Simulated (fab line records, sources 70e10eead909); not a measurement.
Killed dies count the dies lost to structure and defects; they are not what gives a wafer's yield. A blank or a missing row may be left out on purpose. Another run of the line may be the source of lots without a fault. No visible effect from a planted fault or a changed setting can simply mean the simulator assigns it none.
fab line records ; flow nand-harc
record: lots: 7; wafers: 21; last-day: 33
route steps=1302 shown A_SGD_CUT@916 A_SLIT@922
lots that met no fault: taken from a fault-free run of the same line
start-h: the number of hours between the record's first day and the start of the first shown wafer of the lot ; wait-h: time in hours since the lot's previous step ; " identical to the entry in the row above ; L1.1+2: a row that stands for several wafers ; - value missing, or start not given ; * or withheld: withheld ; < > ~ a bound
route shown NAME@n: names a module that has steps shown in the file, with the first one's number in the route ; usual: mean and standard deviation over wafers with no fault ; same: alike in all rows ; chamber/n: place in a boat ; sites: readings site by site ; _std_site: the values' standard deviation ; _edge_site: inner sites' mean taken away from outer sites' mean ; radius-mm: how far each site lies from the wafer's centre ; mask NAME#n: copy n ; behind: the most recent tool/chamber to have shaped the wafer ; hold: reason for holding the lot/hours on hold/outcome of the hold ; device: transistor that didn't switch, given as n, p or np ; end of line: tests of these same wafers at the route's end ; a step without rows: its recipe alone ; killed: dies lost to structure and defects at the first sort, not the wafer's yield ; map: a wafer's dies, marking killed ones x, the rest . and places with no die _
set.NAME: the setting the step ran with; set.NAME@STEP: the setting that earlier step ran with ; model.NAME: the simulator's own value behind a step, which no gauge read
lots seen at some steps along the route; tables by step, rows by wafer
services: from which hour (start-h, from the record's first day; less than 0 if before it) a tool's chamber was out of use, for how many hours, and why
== steps ==
step: NHARC_A_SGD_CUT_THK_MEAS_22
recipe: thk-meas-gauge: ellipsometry
usual: thk-nm: 148.0/1.4
lot.wafer;tool;chamber;start-h;wait-h;thk-nm
L495.1;film-metro-01;-;528.73;0.2;147.7
L495.4;film-metro-01;-;528.73;0.2;146.4
L495.6;film-metro-01;-;528.73;0.2;149.0
L499.2;film-metro-01;-;537.86;0.2;148.2
L499.4;film-metro-01;-;537.86;0.2;150.4
L499.5;film-metro-01;-;537.86;0.2;149.9
L504.3;film-metro-02;-;587.45;0.2;146.5
L504.4;film-metro-02;-;587.45;0.2;145.8
L504.6;film-metro-02;-;587.45;0.2;149.7
L505.2;film-metro-02;-;592.14;0.2;148.7
L505.5;film-metro-02;-;592.14;0.2;149.0
L505.6;film-metro-02;-;592.14;0.2;147.9
L506.1;film-metro-02;-;620.74;0.2;147.5
L506.3;film-metro-02;-;620.74;0.2;148.5
L506.4;film-metro-02;-;620.74;0.2;146.4
L511.2;film-metro-02;-;662.83;0.2;148.4
L511.3;film-metro-02;-;662.83;0.2;148.7
L511.4;film-metro-02;-;662.83;0.2;147.2
L512.2;film-metro-02;-;678.15;0.2;148.8
L512.5;film-metro-02;-;678.15;0.2;148.0
L512.6;film-metro-02;-;678.15;0.2;148.5
step: NHARC_A_SGD_CUT_SRD_23
step: NHARC_A_SGD_CUT_ETCH_26
recipe: target-depth-a: 458; chemistry: dHF; material: SiO2
step: NHARC_A_SGD_CUT_ETCHBACK_24
recipe: target-depth-a: 500; over-etch-frac: 0.3; time-s: 92.857; ion-energy-ev: 120; ch3f-flow-sccm: 50; o2-flow-sccm: 30; ar-flow-sccm: 200; rf-w: 500; bias-w: 100; chemistry: CH3F/O2
usual: drypump-motor-current-A: 5.8/0.47; oes-product-au: 0.97/0.035; rf-vpp-V: 244.2/2.1; showerhead-plenum-p-Torr: 2.45/0.13; throttle-valve-pct: 20.663/0.0091
lot.wafer;tool;chamber;start-h;wait-h;drypump-motor-current-A;oes-product-au;rf-hours-counter-h;rf-vpp-V;showerhead-plenum-p-Torr;throttle-valve-pct
L495.1;rie-diel-12;1;528.98;0.2;5.8;0.94;6;245.4;2.56;20.666
L495.4;rie-diel-12;2;528.98;0.2;5.9;0.93;7;246.4;2.60;20.654
L495.6;rie-diel-12;1;528.98;0.2;5.8;0.93;-;245.9;2.56;20.651
L499.2;rie-diel-08;3;538.12;0.2;6.7;1.02;7;241.0;2.30;20.670
L499.4;rie-diel-08;1;538.12;0.2;6.0;1.01;-;247.5;2.64;20.663
L499.5;rie-diel-08;3;538.12;0.2;6.7;1.01;-;240.4;2.30;20.669
L504.4;rie-diel-13;1;587.68;0.1;5.6;0.92;4;242.3;2.29;20.662
L504.3;rie-diel-13;2;587.68;0.1;5.0;0.93;4;243.5;2.35;20.673
L504.6;rie-diel-13;1;587.68;0.1;5.6;0.93;-;242.3;2.29;20.666
L505.2;rie-diel-13;1;592.38;0.2;5.6;1.00;4;242.6;2.29;20.649
L505.5;rie-diel-13;0;592.38;0.2;6.2;1.00;-;247.9;2.64;20.653
L505.6;rie-diel-13;1;592.38;0.2;5.7;0.99;-;242.5;2.29;20.664
L506.3;rie-diel-08;1;620.97;0.1;6.0;0.94;3;247.3;2.64;20.654
L506.1;rie-diel-08;3;620.97;0.1;6.7;0.92;3;242.5;2.30;20.653
L506.4;rie-diel-08;0;620.97;0.1;5.1;0.94;3;242.3;2.31;20.671
L511.2;rie-diel-13;3;663.07;0.1;5.4;0.92;9;243.4;2.39;20.676
L511.3;rie-diel-13;0;663.07;0.1;6.2;0.92;9;246.4;2.63;20.675
L511.4;rie-diel-13;1;663.07;0.1;5.6;0.92;10;241.1;2.28;20.660
L512.2;rie-diel-12;0;678.40;0.2;6.1;1.00;4;245.5;2.52;20.659
L512.5;rie-diel-12;3;678.40;0.2;6.1;1.02;-;242.1;2.33;20.668
L512.6;rie-diel-12;0;678.40;0.2;6.1;1.01;-;244.6;2.52;20.668
step: NHARC_A_SGD_CUT_STRIP_28
recipe: time-s: 20; o2-flow-sccm: 500; ar-flow-sccm: 0; bias-w: 0; chemistry: O2
usual: drypump-motor-current-A: 5.8/0.47; oes-product-au: 1.002/0.0087; rf-vpp-V: 57.8/1; showerhead-plenum-p-Torr: 3.51/0.19; throttle-valve-pct: 17.037/0.0085
lot.wafer;tool;chamber;start-h;wait-h;drypump-motor-current-A;oes-product-au;rf-hours-counter-h;rf-vpp-V;showerhead-plenum-p-Torr;throttle-valve-pct
L495.4;rie-diel-12;1;-;-;5.8;1.010;6;58.5;3.67;17.040
L495.1;rie-diel-12;0;-;-;6.1;0.984;6;58.0;3.63;17.038
L495.6;rie-diel-12;2;-;-;5.9;0.988;-;59.4;3.72;17.025
L499.2;rie-diel-08;1;538.26;0.1;6.0;1.015;9;57.8;3.78;17.035
L499.4;rie-diel-08;0;538.26;0.1;5.1;1.012;-;57.9;3.33;17.038
L499.5;rie-diel-08;3;538.26;0.1;6.7;1.012;-;55.5;3.31;17.028
L504.3;rie-diel-13;2;-;-;5.0;0.997;4;58.2;3.37;17.030
L504.4;rie-diel-13;3;-;-;5.4;0.996;3;58.4;3.44;17.041
L504.6;rie-diel-13;0;-;-;6.2;1.009;-;56.8;3.77;17.032
L505.2;rie-diel-13;1;-;-;5.6;0.998;4;56.9;3.29;17.059
L505.5;rie-diel-13;1;-;-;5.6;0.994;-;56.1;3.29;17.037
L505.6;rie-diel-13;2;-;-;5.1;0.988;-;57.7;3.37;17.040
L506.1;rie-diel-08;1;-;-;6.0;1.003;3;58.0;3.78;17.053
L506.4;rie-diel-08;2;-;-;6.0;1.010;3;58.4;3.64;17.036
L506.3;rie-diel-08;0;-;-;5.1;1.006;3;58.3;3.32;17.031
L511.2;rie-diel-13;2;-;-;5.0;1.011;10;58.8;3.37;17.026
L511.3;rie-diel-13;3;-;-;5.4;0.986;9;58.0;3.43;17.035
L511.4;rie-diel-13;1;-;-;5.6;0.996;10;56.2;3.29;17.031
L512.2;rie-diel-12;3;678.60;0.2;6.2;1.011;2;57.2;3.35;17.040
L512.5;rie-diel-12;0;678.60;0.2;6.1;1.007;-;59.4;3.62;17.035
L512.6;rie-diel-12;3;678.60;0.2;6.1;1.015;-;58.4;3.35;17.043
step: NHARC_A_SGD_CUT_INSPECT_25
usual: raw-defect-count: 401/94
lot.wafer;tool;chamber;start-h;wait-h;raw-defect-count
L495.1;defect-inspect-02;-;529.20;-;470
L495.4;defect-inspect-02;-;529.20;-;482
L495.6;defect-inspect-02;-;529.20;-;485
L499.2;defect-inspect-02;-;538.36;-;303
L499.4;defect-inspect-02;-;538.36;-;184
L499.5;defect-inspect-02;-;538.36;-;260
L504.3;defect-inspect-02;-;587.91;-;373
L504.4;defect-inspect-02;-;587.91;-;428
L504.6;defect-inspect-02;-;587.91;-;569
L505.2;defect-inspect-02;-;592.61;-;241
L505.5;defect-inspect-02;-;592.61;-;256
L505.6;defect-inspect-02;-;592.61;-;276
L506.1;defect-inspect-01;-;621.21;-;403
L506.3;defect-inspect-01;-;621.21;-;285
L506.4;defect-inspect-01;-;621.21;-;410
L511.2;defect-inspect-01;-;663.29;-;550
L511.3;defect-inspect-01;-;663.29;-;561
L511.4;defect-inspect-01;-;663.29;-;278
L512.2;defect-inspect-01;-;678.72;0.1;331
L512.5;defect-inspect-01;-;678.72;0.1;451
L512.6;defect-inspect-01;-;678.72;0.1;446
step: NHARC_A_SLIT_DEP_25
recipe: target-thk-a: 2000; temp-c: 400; pressure-torr: 6.5; rf-w: 900; teos-flow-sccm: 161.4; flow-sccm: 2650; target-thk-nm: 200; gas: O2; material: SiO2
usual: heater-power-w: 528/81; throttle-valve-pct: 15.8/0.63
lot.wafer;tool;chamber;start-h;wait-h;heater-power-w;throttle-valve-pct
L495.1;pecvd-01;2;529.35;0.1;578;15.5
L495.4;pecvd-01;0;529.35;0.1;610;15.3
L495.6;pecvd-01;2;529.35;0.1;578;15.5
L499.2;pecvd-04;2;538.51;0.1;378;14.5
L499.4;pecvd-04;1;538.51;0.1;521;16.5
L499.5;pecvd-04;2;538.51;0.1;381;14.8
L504.3;pecvd-02;0;588.05;0.1;644;16.6
L504.4;pecvd-02;1;588.05;0.1;437;15.5
L504.6;pecvd-02;2;588.05;0.1;548;15.5
L505.2;pecvd-04;0;592.67;0.1;487;16.0
L505.6;pecvd-04;0;592.67;0.1;490;15.6
L505.5;pecvd-04;1;592.67;0.1;526;16.4
L506.1;pecvd-04;2;621.28;0.1;376;14.7
L506.3;pecvd-04;0;621.28;0.1;493;16.0
L506.4;pecvd-04;2;621.28;0.1;384;15.0
L511.2;pecvd-04;0;663.36;0.1;470;15.9
L511.3;pecvd-04;1;663.36;0.1;551;15.9
L511.4;pecvd-04;0;663.36;0.1;469;15.9
L512.2;pecvd-02;1;678.79;0.1;531;15.8
L512.5;pecvd-02;2;678.79;0.1;545;15.3
L512.6;pecvd-02;0;678.79;0.1;579;16.6
step: NHARC_A_SLIT_DEP_00
recipe: target-thk-a: 62000; temp-c: 400; material: aC
usual: throttle-valve-pct: 35.001/0.0085
lot.wafer;tool;chamber;start-h;wait-h;throttle-valve-pct
L495.1;acl-dep-02;0;529.61;-;34.998
L495.4;acl-dep-02;0;531.47;-;34.988
L495.6;acl-dep-02;0;532.71;-;34.997
L499.2;acl-dep-01;0;539.39;-;35.004
L499.4;acl-dep-01;0;540.62;-;35.001
L499.5;acl-dep-01;0;540.62;-;34.998
L504.3;acl-dep-03;0;590.36;-;34.990
L504.4;acl-dep-03;0;590.36;-;34.998
L504.6;acl-dep-03;0;592.23;-;35.007
L505.2;acl-dep-01;0;596.65;-;35.003
L505.5;acl-dep-01;0;598.54;-;35.002
L505.6;acl-dep-01;0;598.54;-;35.004
L506.1;acl-dep-03;0;623.93;-;35.021
L506.3;acl-dep-03;0;625.18;-;35.004
L506.4;acl-dep-03;0;625.18;-;34.998
L511.2;acl-dep-01;0;665.12;-;34.992
L511.3;acl-dep-01;0;665.12;-;34.991
L511.4;acl-dep-01;0;665.12;-;34.986
L512.2;acl-dep-01;0;683.42;-;35.006
L512.5;acl-dep-01;0;685.31;-;35.006
L512.6;acl-dep-01;0;685.31;-;35.003
step: NHARC_A_SLIT_DEP_23
recipe: target-thk-a: 1000; target-thk-nm: 100; temp-c: 400; pressure-torr: 3.5; flow-sccm: 200; rf-w: 350; material: SiON
usual: heater-power-w: 717/77
lot.wafer;tool;chamber;start-h;wait-h;heater-power-w
L495.1;pecvd-02;0;533.38;3.2;755
L495.6;pecvd-02;0;533.38;3.2;756
L495.4;pecvd-02;2;533.38;3.2;728
L499.2;pecvd-02;0;542.52;2.5;867
L499.4;pecvd-02;2;542.52;2.5;746
L499.5;pecvd-02;1;542.52;2.5;707
L504.3;pecvd-01;2;592.87;1.9;734
L504.4;pecvd-01;2;592.87;1.9;719
L504.6;pecvd-01;1;592.87;1.9;674
L505.2;pecvd-01;1;599.85;2.6;591
L505.6;pecvd-01;1;599.85;2.6;590
L505.5;pecvd-01;2;599.85;2.6;791
L506.3;pecvd-01;2;627.73;1.9;698
L506.1;pecvd-01;0;627.73;1.9;758
L506.4;pecvd-01;1;627.73;1.9;657
L511.2;pecvd-02;2;668.23;2.5;723
L511.3;pecvd-02;1;668.23;2.5;706
L511.4;pecvd-02;2;668.23;2.5;727
L512.2;pecvd-02;2;686.65;2.6;721
L512.6;pecvd-02;1;686.65;2.6;717
L512.5;pecvd-02;2;686.65;2.6;718
step: NHARC_A_SLIT_DEHYDRATE_01
recipe: temp-c: 150; time-s: 120
step: NHARC_A_SLIT_HMDS_02
recipe: time-s: 30
step: NHARC_A_SLIT_COAT_03
recipe: spin-rpm: 1500; resist-thk-nm: 90
step: NHARC_A_SLIT_SOFTBAKE_04
recipe: temp-c: 105; time-s: 55
usual: heater-power-total-W: 188.45/0.14
lot.wafer;tool;chamber;start-h;wait-h;heater-power-total-W
L495.1;litho-track-01;0;533;-;188.32
L495.4;litho-track-01;0;533;-;188.29
L495.6;litho-track-01;0;533;-;188.51
L499.2;litho-track-04;0;542;-;188.68
L499.4;litho-track-04;0;542;-;188.46
L499.5;litho-track-04;0;542;-;188.50
L504.3;litho-track-01;0;593;-;183.03
L504.4;litho-track-01;0;593;-;182.96
L504.6;litho-track-01;0;593;-;182.91
L505.2;litho-track-01;0;600;-;183.00
L505.5;litho-track-01;0;600;-;183.10
L505.6;litho-track-01;0;600;-;182.99
L506.1;litho-track-01;0;627;-;183.40
L506.3;litho-track-01;0;627;-;182.95
L506.4;litho-track-01;0;627;-;182.97
L511.2;litho-track-06;0;668;-;188.78
L511.3;litho-track-06;0;668;-;188.39
L511.4;litho-track-06;0;668;-;188.65
L512.2;litho-track-06;0;686;-;188.32
L512.5;litho-track-06;0;686;-;188.29
L512.6;litho-track-06;0;686;-;188.32
step: NHARC_A_SLIT_EBR_05
== services ==
tool;chamber;start-h;hours;kind
litho-track-01;-;505.00;7.0;pm
rie-diel-13;-;519.00;9.0;pm
litho-track-06;-;529.00;7.0;pm
rie-diel-08;2;534.20;7.6;repair
pecvd-04;-;544.78;13.5;repair
rie-diel-08;-;544.84;9.0;pm
acl-dep-01;-;548.09;13.0;pm
pecvd-01;2;561.85;13.2;repair
pecvd-04;-;569.01;6.1;repair
pecvd-02;-;589.31;13.0;pm
rie-diel-12;-;591.26;2.0;repair
rie-diel-08;0;592.38;3.8;repair
rie-diel-12;-;622.69;9.0;pm
rie-diel-13;0;627.45;7.4;repair
pecvd-04;-;631.45;13.0;pm
rie-diel-12;3;638.22;12.7;repair
pecvd-01;-;642.84;5.7;repair
acl-dep-03;-;668.33;13.0;pm
pecvd-01;0;672.45;4.4;repair
pecvd-01;-;673.00;13.0;pm
rie-diel-12;2;677.50;13.9;repair
rie-diel-12;1;678.13;6.6;repair
rie-diel-13;1;679.26;9.6;repair
litho-track-01;-;680.00;7.0;pm
== key ==
first-sign: step: NHARC_A_SLIT_SOFTBAKE_04; reading: heater-power-total-W; direction: down; sigmas: 40; usual: *; struck: *
effect none on later readings
met-at NHARC_A_SLIT_SOFTBAKE_04
struck-wafers L504.3,L504.4,L504.6,L505.2,L505.5,L505.6,L506.1,L506.3,L506.4
tester-left-out L504,L505,L506
onset-between 533 593
fault: kind: process-parameter-drift; tool: litho-track-01; chamber: -; onset-h: 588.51; steps: NHARC_A_SLIT_SOFTBAKE_04; channel: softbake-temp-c; offset: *; shape: step; end-h: 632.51; acts-in: *; stated: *
tester-left-out: of these lots the tester's yield and bins aren't shown, on N5 and GAA mostly nor the transistor test; their killed dies are dies lost to structure and defects alone, not to doping, threshold or leakage, so they don't give the yield
